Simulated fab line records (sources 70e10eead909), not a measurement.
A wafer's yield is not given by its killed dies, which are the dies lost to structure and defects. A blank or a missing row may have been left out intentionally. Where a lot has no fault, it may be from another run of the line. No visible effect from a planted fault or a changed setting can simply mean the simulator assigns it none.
Which of the tools did it? | flow nandHarc | 30 wafers from 10 lots sampled at 6 of the route's 1302 steps

WHAT THE GAUGES READ, wafer by wafer
NHARC_END_SORT_01.
lot  | measured     | on        | killedAtArray
L716 | day 31 17:00 | prober-01 | 103 140 106
L718 | day 32 15:02 | prober-01 | 102 126 100

WHICH TOOL RAN EACH LOT (tool, then ch and the chambers of the sampled wafers, then the start)
lot  | NHARC_A_CONTACT_ETCH_125           | NHARC_A_CONTACT_ETCH_132           | NHARC_A_CONTACT_ETCH_106          | NHARC_A_CONTACT_DESCUM_13         | NHARC_A_CONTACT_ETCH_89
L703 | harCapEtch-01 ch 0,1, day 23 03:43 | harCapEtch-01 ch 0,1, day 23 04:57 | rieDiel-02 ch 0,3, day 23 09:22   | rieDiel-10 ch 0,1,2, day 23 12:44 | rieDiel-10 ch 1,2,3, no start
L708 | harCapEtch-03 ch 0,1, day 24 18:01 | harCapEtch-03 ch 0,1, day 24 19:15 | rieDiel-03 ch 0,2,3, day 24 20:39 | rieDiel-03 ch 0,1,3, day 24 23:58 | rieDiel-03 ch 2,3, no start
L710 | harCapEtch-02 ch 0,1, day 25 20:18 | harCapEtch-02 ch 0,1, day 25 21:43 | rieDiel-02 ch 0,1,2, day 25 23:23 | rieDiel-03 ch 1,2,3, day 26 03:41 | rieDiel-03 ch 0,1,2, no start
L711 | harCapEtch-01 ch 0,1, day 26 07:41 | harCapEtch-01 ch 0,1, day 26 08:55 | rieDiel-03 ch 1,2,3, day 26 10:40 | rieDiel-03 ch 1,2,3, day 26 19:14 | rieDiel-03 ch 0,1,2, no start
L712 | harCapEtch-02 ch 0, day 26 08:49   | harCapEtch-02 ch 0, day 26 10:04   | rieDiel-03 ch 0,1,3, day 26 11:31 | rieDiel-02 ch 1,3, day 26 19:33   | rieDiel-02 ch 1,2,3, no start
L716 | harCapEtch-01 ch 0,1, day 28 03:27 | harCapEtch-01 ch 0,1, day 28 04:41 | rieDiel-03 ch 2,3, day 28 06:10   | rieDiel-03 ch 0,2,3, day 28 11:14 | rieDiel-03 ch 1,2, day 31 17:00 or earlier
L718 | harCapEtch-01 ch 0,1, day 29 14:09 | harCapEtch-01 ch 0,1, day 29 15:24 | rieDiel-10 ch 1,3, day 29 16:57   | rieDiel-10 ch 1,2,3, day 29 21:32 | rieDiel-10 ch 1,3, day 32 15:02 or earlier
L723 | harCapEtch-03 ch 0,1, day 31 06:21 | harCapEtch-03 ch 0,1, day 31 07:44 | rieDiel-03 ch 0,1, day 31 09:11   | rieDiel-03 ch 0,2,3, day 31 12:30 | rieDiel-03 ch 0,1,3, no start
L725 | harCapEtch-02 ch 0,1, day 31 11:26 | harCapEtch-02 ch 0,1, day 31 12:40 | rieDiel-10 ch 0,2, day 31 14:09   | rieDiel-03 ch 0,3, day 32 00:42   | rieDiel-03 ch 0,3, no start
L724 | harCapEtch-01 ch 0,1, day 32 05:39 | harCapEtch-01 ch 0,1, day 32 06:53 | rieDiel-03 ch 0,2,3, day 32 08:37 | rieDiel-10 ch 1,3, day 32 11:54   | rieDiel-10 ch 0,3, no start
- NHARC_A_CONTACT_ETCH_125: etches the open film in C4F8/O2/Ar, time 197 s, target depth 1918 nm.
- NHARC_A_CONTACT_ETCH_132: etches the open film in C4F8/O2/Ar, time 197 s, target depth 1924 nm.
- NHARC_A_CONTACT_ETCH_106: etches the open film in CF4/O2, target depth 90 nm, overetch 9 nm, time 49.5 s.
- NHARC_A_CONTACT_DESCUM_13: chemistry O2, time 3 s.
- NHARC_A_CONTACT_ETCH_89: etches the open film in N2/H2, target depth 260 nm, time 475.3 s.

THE ANSWER, worked out from the rows above alone
Rule: what is usual is taken from the lots themselves. Put in order of their means at a reading, lots are off if they are a third of the lots or fewer, leave a main group of 4 or more, and stand apart from it by a gap of 3 or more times the standard deviation of the main group's means; of several such gaps the widest counts. A main group whose means are all the same, to the digits that the tables above print for the reading, isn't used. Also off: a lot with no number at a reading for which 4 or more lots have one. Any other lot the step has rows for is counted as sound.
No lot is off at any reading shown: from this, nothing can be told.

WHAT HAD BEEN PUT IN BY THE SIMULATOR
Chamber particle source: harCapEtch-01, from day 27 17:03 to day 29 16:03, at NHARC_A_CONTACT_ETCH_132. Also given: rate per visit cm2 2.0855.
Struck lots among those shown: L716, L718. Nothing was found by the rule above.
